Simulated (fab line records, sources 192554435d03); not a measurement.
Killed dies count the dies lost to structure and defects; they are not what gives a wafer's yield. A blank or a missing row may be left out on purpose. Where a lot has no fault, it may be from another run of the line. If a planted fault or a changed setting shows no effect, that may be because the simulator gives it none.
fab line records	flow n5_finfet
record lots=5	wafers=15	last_day=17
route steps=1938 shown GATE_CUT@490 BEOL_M4@1111 PASSIVATION@1936
lots untouched by any fault: they come from a run of this same line in which no faults occurred
start_h: hours from the record's opening day to when the first of the lot's shown wafers began	wait_h: hours elapsed since this lot's preceding step	" unchanged from the row above	L1.1+2: one row covering several wafers at once	- either no value or no given start	* or withheld: withheld	< > ~ a bound
route shown NAME@n: NAME is a module with steps in the file, n the number in the route of the first one	usual: mean/standard deviation of fault-free wafers	same: alike in all rows	chamber/n: place in a boat	sites: per-site readings	_std_site: the standard deviation of these	_edge_site: the outer-site mean with the inner-site mean subtracted	radius_mm: for every site, how far away it sits from the centre of the wafer	mask NAME#n: copy n	behind: the last tool/chamber to shape the wafer	hold: why the lot went on hold/how many hours it stayed there/how the hold came to an end	device: the n, p or np transistor that did not switch	end of line: tests run on the same wafers once the route is complete	where a step has no rows: the recipe by itself	killed: not the wafer's yield, but the dies lost to structure and defects at the first sort	map: a wafer's dies, x killed, . not, _ none there
set.NAME: the setting the step ran with; set.NAME@STEP: the setting that earlier step ran with	model.NAME: the simulator's own value behind a step, which no gauge read
lots seen at some steps along the route; tables by step, rows by wafer
services: the hour from which a tool's chamber was out of use, counted from the record's first day as start_h (under 0 if before that day), plus the number of hours and why
## steps
# step N5_GATE_CUT_DESCUM_18
# recipe chemistry=O2	time_s=7	source_power_w=50	bias_power_w=20	pressure_mtorr=20	rf_frequency_hz=2.712e+07	temp_c=40	resist=CAR-EUV	o2_flow_sccm=225
# step N5_GATE_CUT_ETCH_28
# recipe chemistry=N2/H2	target=underlayer	target_depth_a=130	mask_material=CAR-EUV	time_s=10.4	ion_energy_ev=200	pressure_mtorr=30	source_w=840	bias_w=150	n2_flow_sccm=200	h2_flow_sccm=200	ends=cleared
# step N5_GATE_CUT_ETCH_36
# recipe chemistry=CF4	target=SiARC	target_depth_a=130	mask_material=CAR-EUV	time_s=21.7	ion_energy_ev=80	pressure_mtorr=40	source_w=545	bias_w=36	Ar_flow_sccm=100	cf4_flow_sccm=100	ends=cleared
# step N5_GATE_CUT_ETCH_37
# recipe chemistry=N2/H2	target=SOC	target_depth_a=600	overetch_a=120	mask_material=SiARC	temp_c=40	time_s=90	ion_energy_ev=200	pressure_mtorr=30	source_w=840	bias_w=150	n2_flow_sccm=200	h2_flow_sccm=200
# step N5_GATE_CUT_STRIP_38
# recipe chemistry=N2/H2	temp_c=40	n2_flow_sccm=200	h2_flow_sccm=200	rf_frequency_hz=6e+07
# step N5_GATE_CUT_STRIP_39
# recipe chemistry=N2/H2	temp_c=40	n2_flow_sccm=200	h2_flow_sccm=200	rf_frequency_hz=6e+07
# step N5_GATE_CUT_HM_OPEN_40
# recipe chemistry=C4F6/O2	target=SiO2	mask_material=SiARC	target_depth_a=1390	time_s=85.1	ion_energy_ev=250	pressure_mtorr=30	source_w=345	bias_w=185	Ar_flow_sccm=300	C4F6_flow_sccm=10	O2_flow_sccm=10	ends=cleared
# step N5_GATE_CUT_STRIP_41
# recipe chemistry=CF4	resist=SiARC	power_w=300	bias_power_w=75	pressure_mtorr=50	cf4_flow_sccm=150	rf_frequency_hz=6e+07
# step N5_GATE_CUT_STRIP_42
# recipe chemistry=O2	power_w=400	temp_c=40	pressure_mtorr=30	rf_frequency_hz=6e+07	bias_power_w=0	overash_fraction=0.3	o2_flow_sccm=225
# step N5_GATE_CUT_ETCH_19
# recipe chemistry=CH3F/O2	target=SiNx	mask_material=SiO2	target_depth_a=537	time_s=76.7	pressure_mtorr=30	source_w=395	bias_w=73	Ar_flow_sccm=150	CH3F_flow_sccm=30	O2_flow_sccm=20	ion_energy_ev=120	ends=cleared
# usual CH3F_flow_sccm=30.01/0.1	O2_flow_sccm=20.00/0.054	drypump_motor_current_A=5.52/0.28	etch_rf_on_time_s=76.7/1.1	oes_product_au=0.66/0.059	rf_vpp_V=298/3.2	showerhead_plenum_p_Torr=1.99/0.066	throttle_valve_pct=16.32/0.25
lot.wafer	tool	chamber	start_h	wait_h	CH3F_flow_sccm	O2_flow_sccm	drypump_motor_current_A	etch_rf_on_time_s	oes_product_au	rf_hours_counter_h	rf_vpp_V	showerhead_plenum_p_Torr	throttle_valve_pct	model.SiO2_of_GATE_CUT_HM_DEP_46.thk_nm
L931.3	rie_diel-01	3	134.06	0.0	30.01	20.12	5.66	75.9	0.67	116	296	1.94	16.07	128.2
L931.4	"	2	"	"	30.05	19.97	5.70	77.7	0.62	198	301	1.99	16.52	126.6
L931.5	"	2	"	"	29.92	20.05	5.69	77.8	0.61	-	300	1.99	16.52	128.2
L933.3	rie_diel-06	1	146.42	0.0	29.90	19.99	5.96	74.0	0.79	17	298	2.04	16.01	127.6
L933.4	"	2	"	"	29.93	20.03	5.95	76.5	0.68	98	301	2.09	16.01	127.4
L933.6	"	2	"	"	29.95	19.98	5.91	76.3	0.69	-	303	2.09	16.02	126
L942.1	rie_diel-01	0	196.88	0.0	-	-	-	-	-	-	-	-	-	129.6
L942.2	"	1	"	"	-	-	-	-	-	-	-	-	-	128.2
L942.4	"	2	"	"	-	-	-	-	-	-	-	-	-	129.8
L943.3	rie_diel-01	0	204.40	0.0	-	-	-	-	-	-	-	-	-	128.6
L943.5	"	3	"	"	-	-	-	-	-	-	-	-	-	130.4
L943.6	"	0	"	"	-	-	-	-	-	-	-	-	-	130.8
L944.1	rie_diel-03	2	209.16	0.0	-	-	-	-	-	-	-	-	-	128.6
L944.3	"	3	"	"	-	-	-	-	-	-	-	-	-	129.6
L944.4	"	0	"	"	-	-	-	-	-	-	-	-	-	129.8
# step N5_GATE_CUT_CUT_ETCH_53
# recipe chemistry=SF6/Cl2	target=W	mask_material=SiO2	target_depth_a=792	pressure_mtorr=8	icp_w=900	bias_w=80	SF6_flow_sccm=40	Cl2_flow_sccm=60	ends=cleared
# usual SF6_flow_sccm=40.00/0.12	bias_w=79.99/0.27	drypump_motor_current_A=5.5/0.4	etch_rf_on_time_s=26.3/0.36	oes_product_au=0.70/0.089	throttle_valve_pct=29.04/0.3
lot.wafer	tool	chamber	start_h	wait_h	SF6_flow_sccm	bias_w	drypump_motor_current_A	etch_rf_on_time_s	oes_product_au	rf_hours_counter_h	throttle_valve_pct
L931.3	rie_metal-03	0	134.19	0.1	39.94	80.58	6.3	25.8	0.76	-	28.90
L931.4	"	1	"	"	39.93	79.84	5.3	26.3	0.84	-	28.77
L931.5	"	0	"	"	39.98	80.24	6.3	26.1	0.75	-	28.90
L933.3	rie_metal-03	1	146.56	0.1	40.12	80.34	5.3	26.2	0.82	-	28.79
L933.4	"	1	"	"	40.01	80.08	5.3	26.3	0.83	-	28.78
L933.6	"	1	"	"	40.24	80.34	5.3	26.4	0.83	-	28.79
L942.1	rie_metal-02	0	196.99	0.1	40.23	79.99	5.4	34.3	0.26	89	27.44
L942.2	"	1	"	"	40.09	80.19	5.1	34.3	0.28	44	27.99
L942.4	"	1	"	"	39.90	80.19	5.1	34.3	0.29	-	28.00
L943.3	rie_metal-03	1	204.52	0.1	39.99	79.68	5.3	34.3	0.34	-	27.41
L943.5	"	0	"	"	40.14	79.89	6.2	34.3	0.30	-	27.52
L943.6	"	1	"	"	40.10	79.61	5.3	34.3	0.33	-	27.39
L944.1	rie_metal-02	1	209.27	0.1	40.04	80.15	5.1	34.3	0.29	45	27.99
L944.3	"	1	"	"	39.96	79.59	5.1	34.3	0.29	-	27.99
L944.4	"	1	"	"	39.99	79.77	5.1	34.3	0.28	-	28.00
# step N5_GATE_CUT_CUT_ETCH_54
# recipe chemistry=Cl2/BCl3	target=TiN	mask_material=SiO2	target_depth_a=967	pressure_mtorr=10	icp_w=1000	bias_w=126	Cl2_flow_sccm=53.25	bcl3_flow_sccm=21.75	Ar_flow_sccm=25	ends=cleared
# usual bcl3_flow_sccm=21.76/0.061	bias_w=126.0/0.37	drypump_motor_current_A=5.5/0.4	etch_rf_on_time_s=36.7/0.55	oes_product_au=0.70/0.089	throttle_valve_pct=22.38/0.26
lot.wafer	tool	chamber	start_h	wait_h	bcl3_flow_sccm	bias_w	drypump_motor_current_A	etch_rf_on_time_s	oes_product_au	rf_hours_counter_h	throttle_valve_pct
L931.3	rie_metal-03	0	134.25	0.0	21.79	126.8	6.3	36.1	0.76	-	22.23
L931.4	"	1	"	"	21.78	126.2	5.3	37.1	0.83	-	22.17
L931.5	"	0	"	"	21.74	126.4	6.3	35.9	0.76	-	22.23
L933.3	rie_metal-03	1	146.68	0.1	21.77	126.3	5.3	37.3	0.82	-	22.15
L933.4	"	1	"	"	21.85	126.1	5.3	36.9	0.82	-	22.15
L933.6	"	1	"	"	21.81	125.7	5.3	37.1	0.82	-	22.16
L942.1	rie_metal-02	0	197.05	0.0	21.78	126.4	5.4	47.9	0.25	90	22.71
L942.2	"	1	"	"	21.63	126.4	5.1	47.9	0.29	44	23.21
L942.4	"	1	"	"	21.73	126.2	5.1	47.9	0.29	-	23.21
L943.3	rie_metal-03	1	204.58	0.0	21.73	125.9	5.3	47.9	0.33	-	22.68
L943.5	"	0	"	"	21.78	125.9	6.3	47.9	0.31	-	22.79
L943.6	"	1	"	"	21.84	125.4	5.3	47.9	0.34	-	22.69
L944.1	rie_metal-02	1	209.39	0.1	21.71	126.5	5.1	47.9	0.28	45	23.22
L944.3	"	1	"	"	21.80	126.0	5.1	47.9	0.28	-	23.21
L944.4	"	1	"	"	21.72	126.0	5.1	47.9	0.28	-	23.22
# step N5_GATE_CUT_ETCH_47
# recipe chemistry=Cl2/BCl3	target=SiO2	target_depth_a=100	pressure_mtorr=10	icp_w=1000	bias_w=126	Cl2_flow_sccm=53.25	bcl3_flow_sccm=21.75	Ar_flow_sccm=25
# step N5_GATE_CUT_VAPOR_ETCH_48
# recipe chemistry=BCl3/Cl2	target=TiN	mode=isotropic
# step N5_GATE_CUT_VAPOR_ETCH_49
# recipe chemistry=BCl3/Cl2	target=TiAlC	mode=isotropic
# step N5_GATE_CUT_VAPOR_ETCH_51
# recipe chemistry=BCl3/Cl2	target=HfO2	mode=isotropic
# step N5_GATE_CUT_STRIP_21
# recipe chemistry=N2/H2	time_s=30	power_w=1000	temp_c=250	pressure_mtorr=withheld	n2_flow_sccm=1750	h2_flow_sccm=3250
# step N5_GATE_CUT_STRIP_29
# recipe chemistry=post_etch_residue_remover	time_s=60	temp_c=25	remover_ph=withheld	remover_water_wt_pct=withheld	remover_fluoride_wt_pct=withheld
# step N5_GATE_CUT_SRD_52
# recipe dry=ipa_marangoni	time_s=30	temp_c=23	rinse_liquid=diw
# step N5_GATE_CUT_ALD_22
# recipe material=SiNx	target_thk_a=160	temp_c=400	ald_precursor_family=SiH2I2	ald_co_reactant=N2/H2-plasma	pulse_time_s=1	ald_cycles=320	purge_time_s=2	co_reactant_purge_time_s=2	pressure_torr=2
# step N5_GATE_CUT_CMP_23
# recipe stop_on=SiO2	t_overpolish_s=23.4	post_cmp_clean=alkaline_brush	down_force_psi=2.5	platen_rpm=51.8	pad_velocity_m_s=1.0307	target_thk_nm=16
# usual motor_current_A=9.2/0.71	platen_rpm=51.80/0.034
lot.wafer	tool	chamber	start_h	wait_h	motor_current_A	platen_rpm	model.SiO2_of_GATE_CUT_HM_DEP_46.thk_nm
L931.3	cmp-03	1	136.14	0.8	9.0	51.86	106.8
L931.4	"	3	"	"	9.0	51.87	105.4
L931.5	"	0	"	"	9.6	51.80	106.8
L933.3	cmp-03	3	148.74	0.8	9.5	51.76	106.6
L933.4	"	2	"	"	10.2	51.83	106.2
L933.6	"	0	"	"	10.4	51.76	104.8
L942.1	cmp-03	3	199.32	0.8	9.1	51.85	108.4
L942.4	"	0	"	"	9.7	51.75	108.6
L942.2	"	1	"	"	9.5	51.84	106.8
L943.3	cmp-04	2	206.44	0.8	10.1	51.80	107.4
L943.5	"	2	"	"	10.5	51.78	109.2
L943.6	"	3	"	"	9.5	51.79	109.8
L944.3	cmp-04	0	212.34	0.8	8.7	51.76	108.2
L944.1	"	1	"	"	9.6	51.80	107.2
L944.4	"	3	"	"	8.7	51.74	108.6
# step N5_BEOL_M4_RC_MEAS_101
# usual DIBL_N=35.9/1.3	DIBL_P=35.9/1.5	IOFF_N=0.152/0.023	IOFF_P=0.204/0.027	ION_N=673/9.2	ION_P=462/6.7	SS_N=71.4/0.48	SS_P=73.2/0.55	VT_N=250.3/2.6	VT_P=-250.6/3
lot.wafer	tool	chamber	start_h	wait_h	DIBL_N[mV/V]	DIBL_P[mV/V]	IOFF_N[nA/um]	IOFF_P[nA/um]	ION_N[uA/um]	ION_P[uA/um]	SS_N[mV/dec]	SS_P[mV/dec]	VT_N[mV]	VT_P[mV]
L931.3	prober-01	0	238.70	0.3	36.8	36.9	0.177	0.224	676	468	72.1	73.9	248.5	-247.6
L931.4	"	0	"	"	35.1	33.2	0.135	0.168	677	460	71.1	72.8	251.2	-252.3
L931.5	"	0	"	"	35.4	35.3	0.148	0.201	682	468	71.0	73.1	249.0	-251.6
L933.3	prober-02	0	248.27	0.6	37.8	37.5	0.194	0.215	682	459	71.8	73.4	248.2	-251.7
L933.4	"	0	"	"	36.9	36.7	0.181	0.212	683	466	71.5	73.0	246.0	-252.6
L933.6	"	0	"	"	38.6	38.7	0.214	0.243	680	460	71.8	73.5	245.5	-249.2
# step N5_PASSIVATION_PROBE_49
# usual defect_limited_yield=91.0/1.5	killed_at_M0_to_M3=37/12	killed_at_M4_up=13/5	killed_at_contacts=13/6.1	killed_at_front_end=39/11	killed_at_other=4/3.2	killed_dies=106/17	killed_on_rim=13/4.2	killed_open=69/12	killed_short=35/7.9	sort_bin_5_function=5.3/1	sort_bin_6_memory=3.3/0.68	sort_n_pass=1074/17	sort_yield_pct=91.0/1.5
# same gross_dies=1180	killed_at_back_side=0	sort_bin_4_leakage[%]=0	sort_bin_8_speed[%]=0
lot.wafer	tool	chamber	start_h	wait_h	defect_limited_yield[%]	killed_at_M0_to_M3	killed_at_M4_up	killed_at_contacts	killed_at_front_end	killed_at_other	killed_dies	killed_on_rim	killed_open	killed_short	sort_bin_5_function[%]	sort_bin_6_memory[%]	sort_n_pass	sort_yield_pct[%]
L931.3	prober-02	-	346.28	0.4	91.2	54	13	6	30	1	104	16	60	41	4.7	3.6	1076	91.2
L931.4	prober-02	-	346.33	0.5	91.4	44	9	10	38	1	102	16	73	27	4.8	3.6	1078	91.4
L931.5	prober-02	-	346.38	0.5	91.4	40	15	12	35	0	102	15	60	37	4.9	3.1	1078	91.4
L933.3	prober-01	-	361.55	0.1	92.8	23	7	12	42	1	85	9	50	34	4.2	2.7	1095	92.8
L933.4	prober-01	-	361.60	0.2	91.5	29	8	12	43	8	100	18	54	45	5.2	2.5	1080	91.5
L933.6	prober-01	-	361.70	0.3	91.1	45	14	6	39	1	105	9	66	39	4.7	3.8	1075	91.1
L942.1	prober-01	-	414.72	0.0	0	37	16	23	1102	2	1180	152	79	42	95.8	4.1	0	0
L942.2	prober-01	-	414.77	0.1	0	49	12	23	1094	2	1180	152	77	36	96.4	3.5	0	0
L942.4	prober-01	-	414.87	0.2	0	32	10	15	1122	1	1180	152	74	25	97.5	2.3	0	0
# killed by level:class
L931.3 BEOL_M0_SAQP:geometric_particle:short=16 BEOL_M2:geometric_particle:open=12 BEOL_M0_SAQP:geometric_particle:open=11 GATE_CUT:geometric_particle:short=8 BEOL_M1:geometric_particle:open=6 FIN_SAQP:geometric_particle:short=5 FIN_SAQP:geometric_particle:open=4 BEOL_M4:geometric_particle:open=4
L931.4 BEOL_M0_SAQP:geometric_particle:open=14 MOL_CONTACT_COAG:geometric_particle:open=9 BEOL_M3:geometric_particle:open=9 BEOL_M2:geometric_particle:open=8 DUMMY_GATE:geometric_particle:open=7 FIN_SAQP:geometric_particle:open=6 FIN_SAQP:geometric_particle:short=5 BEOL_M4:geometric_particle:open=5
L931.5 BEOL_M0_SAQP:geometric_particle:open=14 BEOL_M0_SAQP:geometric_particle:short=13 FIN_SAQP:geometric_particle:short=10 MOL_CONTACT_COAG:geometric_particle:open=9 FIN_SAQP:geometric_particle:open=7 BEOL_M5:geometric_particle:open=6 BEOL_M7:geometric_particle:open=5 GATE_CUT:geometric_particle:open=4
L933.3 MOL_CONTACT_COAG:geometric_particle:open=10 FIN_SAQP:geometric_particle:open=9 FIN_SAQP:geometric_particle:short=9 BEOL_M0_SAQP:geometric_particle:short=5 BEOL_M3:geometric_particle:open=5 BEOL_M3:geometric_particle:short=4 STI_FIN_REVEAL:geometric_particle:open=3 DUMMY_GATE:geometric_particle:open=3
L933.4 FIN_SAQP:geometric_particle:short=17 BEOL_M0_SAQP:geometric_particle:short=10 FIN_SAQP:geometric_particle:open=9 MOL_CONTACT_COAG:geometric_particle:open=9 BEOL_M0_SAQP:geometric_particle:open=6 STI_FIN_REVEAL:geometric_particle:open=5 BEOL_M1:geometric_particle:open=5 GATE_CUT:geometric_particle:short=3
L933.6 BEOL_M0_SAQP:geometric_particle:short=13 FIN_SAQP:geometric_particle:open=10 FIN_SAQP:geometric_particle:short=10 BEOL_M0_SAQP:geometric_particle:open=9 BEOL_M3:geometric_particle:open=8 BEOL_M2:geometric_particle:open=6 GATE_CUT:geometric_particle:open=5 BEOL_M4:geometric_particle:open=5
L942.1 GATE_CUT:area_etch=1059 MOL_CONTACT_COAG:geometric_particle:open=19 STI_FIN_REVEAL:geometric_particle:open=12 BEOL_M0_SAQP:geometric_particle:short=10 FIN_SAQP:geometric_particle:short=10 BEOL_M4:geometric_particle:open=9 BEOL_M0_SAQP:geometric_particle:open=8 BEOL_M1:geometric_particle:open=5
L942.2 GATE_CUT:area_etch=1067 MOL_CONTACT_COAG:geometric_particle:open=19 STI_FIN_REVEAL:geometric_particle:open=12 BEOL_M0_SAQP:geometric_particle:short=12 BEOL_M0_SAQP:geometric_particle:open=11 BEOL_M2:geometric_particle:open=7 BEOL_M0:geometric_particle:open=6 BEOL_M1:geometric_particle:open=6
L942.4 GATE_CUT:area_etch=1081 STI_FIN_REVEAL:geometric_particle:open=19 MOL_CONTACT_COAG:geometric_particle:open=12 BEOL_M3:geometric_particle:open=8 BEOL_M2:geometric_particle:open=7 FIN_SAQP:geometric_particle:open=6 BEOL_M0_SAQP:geometric_particle:open=6 FIN_SAQP:geometric_particle:short=5
# map L942.1 (x killed, . not)
_________________xxxxxxxxxxxx________________
______________xxxxxxxxxxxxxxxxxx_____________
___________xxxxxxxxxxxxxxxxxxxxxxxx__________
__________xxxxxxxxxxxxxxxxxxxxxxxxxx_________
________xxxxxxxxxxxxxxxxxxxxxxxxxxxxxx_______
_______xxxxxxxxxxxxxxxxxxxxxxxxxxxxxxxx______
______xxxxxxxxxxxxxxxxxxxxxxxxxxxxxxxxxx_____
_____xxxxxxxxxxxxxxxxxxxxxxxxxxxxxxxxxxxx____
____xxxxxxxxxxxxxxxxxxxxxxxxxxxxxxxxxxxxxx___
___xxxxxxxxxxxxxxxxxxxxxxxxxxxxxxxxxxxxxxxx__
___xxxxxxxxxxxxxxxxxxxxxxxxxxxxxxxxxxxxxxxx__
__xxxxxxxxxxxxxxxxxxxxxxxxxxxxxxxxxxxxxxxxxx_
__xxxxxxxxxxxxxxxxxxxxxxxxxxxxxxxxxxxxxxxxxx_
_xxxxxxxxxxxxxxxxxxxxxxxxxxxxxxxxxxxxxxxxxxxx
_xxxxxxxxxxxxxxxxxxxxxxxxxxxxxxxxxxxxxxxxxxxx
_xxxxxxxxxxxxxxxxxxxxxxxxxxxxxxxxxxxxxxxxxxxx
_xxxxxxxxxxxxxxxxxxxxxxxxxxxxxxxxxxxxxxxxxxxx
_xxxxxxxxxxxxxxxxxxxxxxxxxxxxxxxxxxxxxxxxxxxx
_xxxxxxxxxxxxxxxxxxxxxxxxxxxxxxxxxxxxxxxxxxxx
_xxxxxxxxxxxxxxxxxxxxxxxxxxxxxxxxxxxxxxxxxxxx
_xxxxxxxxxxxxxxxxxxxxxxxxxxxxxxxxxxxxxxxxxxxx
__xxxxxxxxxxxxxxxxxxxxxxxxxxxxxxxxxxxxxxxxxx_
__xxxxxxxxxxxxxxxxxxxxxxxxxxxxxxxxxxxxxxxxxx_
___xxxxxxxxxxxxxxxxxxxxxxxxxxxxxxxxxxxxxxxx__
___xxxxxxxxxxxxxxxxxxxxxxxxxxxxxxxxxxxxxxxx__
____xxxxxxxxxxxxxxxxxxxxxxxxxxxxxxxxxxxxxx___
_____xxxxxxxxxxxxxxxxxxxxxxxxxxxxxxxxxxxx____
______xxxxxxxxxxxxxxxxxxxxxxxxxxxxxxxxxx_____
_______xxxxxxxxxxxxxxxxxxxxxxxxxxxxxxxx______
________xxxxxxxxxxxxxxxxxxxxxxxxxxxxxx_______
__________xxxxxxxxxxxxxxxxxxxxxxxxxx_________
___________xxxxxxxxxxxxxxxxxxxxxxxx__________
______________xxxxxxxxxxxxxxxxxx_____________
_________________xxxxxxxxxxxx________________
# map L931.3 (x killed, . not)
_________________.x..........________________
______________x.x..........x...._____________
___________........x..............x__________
__________.x.....xx......x.........._________
________..x.....x...x.......x.....x..._______
_______..x......x.....................x______
______...x..........x.....x...x.xx......_____
_____...................xx...............____
____........x..........x...x.....x........___
___................xx...........xx.....x...__
___........x......x.....x........x.x.......__
__...........x.......xx...x..........x......_
__...x.......................x........x....._
_..........x.................................
_........................x............x....x.
_..x..................x....................x.
_.......x............................x......x
_.............................x.............x
_............x..x..........x.............x.x.
_...............................x............
_.......x...x..x.......x..................x..
__.....x.......x.....................x......_
__....x.......xx....x....x.........x........_
___x.....x.......x..............x..........__
___......x..xx...........x................x__
____............xx........x........x......___
_____.....x............................x.____
______.................................._____
_______................x.......x.......______
________..............x..............x_______
__________..........x.........x....._________
___________......................x.__________
______________.................._____________
_________________......xx....________________
## services
tool	chamber	start_h	hours	kind
rie_diel-03	-	110.52	4.3	pm
rie_diel-03	0	122.22	3.0	repair
rie_diel-03	0	125.87	9.6	repair
rie_diel-01	0	135.30	1.6	repair
cmp-04	-	136.09	0.9	repair
rie_metal-03	0	144.49	3.8	repair
rie_diel-06	2	146.56	6.0	repair
rie_diel-03	2	152.31	9.3	repair
cmp-03	-	156.16	4.0	pm
cmp-03	-	160.16	-	consumable_replace:conditioner
cmp-03	-	160.16	-	consumable_replace:pad
rie_diel-03	1	174.66	6.3	repair
cmp-04	-	192.98	3.4	pm
rie_metal-03	-	195.67	0.3	repair
rie_metal-02	0	208.70	9.6	repair
cmp-03	-	209.79	0.4	repair
rie_diel-01	0	210.39	10.2	repair
## key
first_sign step=N5_GATE_CUT_ETCH_19	reading=tool_record	direction=missing
effect step=N5_GATE_CUT_CUT_ETCH_53	reading=etch_rf_on_time_s	direction=up	sigmas=22	usual=*	struck=*
effect step=N5_GATE_CUT_CUT_ETCH_54	reading=etch_rf_on_time_s	direction=up	sigmas=20	usual=*	struck=*
effect step=N5_PASSIVATION_PROBE_49	reading=killed_at_front_end	direction=up	sigmas=98	usual=39	struck=1106
model_effect step=N5_GATE_CUT_ETCH_19	value=SiO2_of_GATE_CUT_HM_DEP_46.thk_nm	without=125	struck=129.5
model_effect step=N5_GATE_CUT_CMP_23	value=SiO2_of_GATE_CUT_HM_DEP_46.thk_nm	without=103.8	struck=108.2
more_kills_born_at N5_GATE_CUT_ETCH_19@rie_diel-01=3207
met_at N5_GATE_CUT_ETCH_19
struck_wafers L942.1,L942.2,L942.4,L943.3,L943.5,L943.6,L944.1,L944.3,L944.4
rows_end L943.3,L943.5,L943.6,L944.1,L944.3,L944.4
later_rows_left_out L942.1,L942.2,L942.4
onset_between 134.06 196.88
fault kind=skipped_step_whole	tool=rie_diel-01,rie_diel-03	chamber=-	onset_h=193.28	steps=N5_GATE_CUT_ETCH_19	scope=struck_lots_only
# later_rows_left_out: the simulator's readings of these wafers behind a module that went badly wrong aren't trusted and aren't shown, but for the sort
# rows_end: these wafers met a further fault down the route, and their rows from its step on are left out
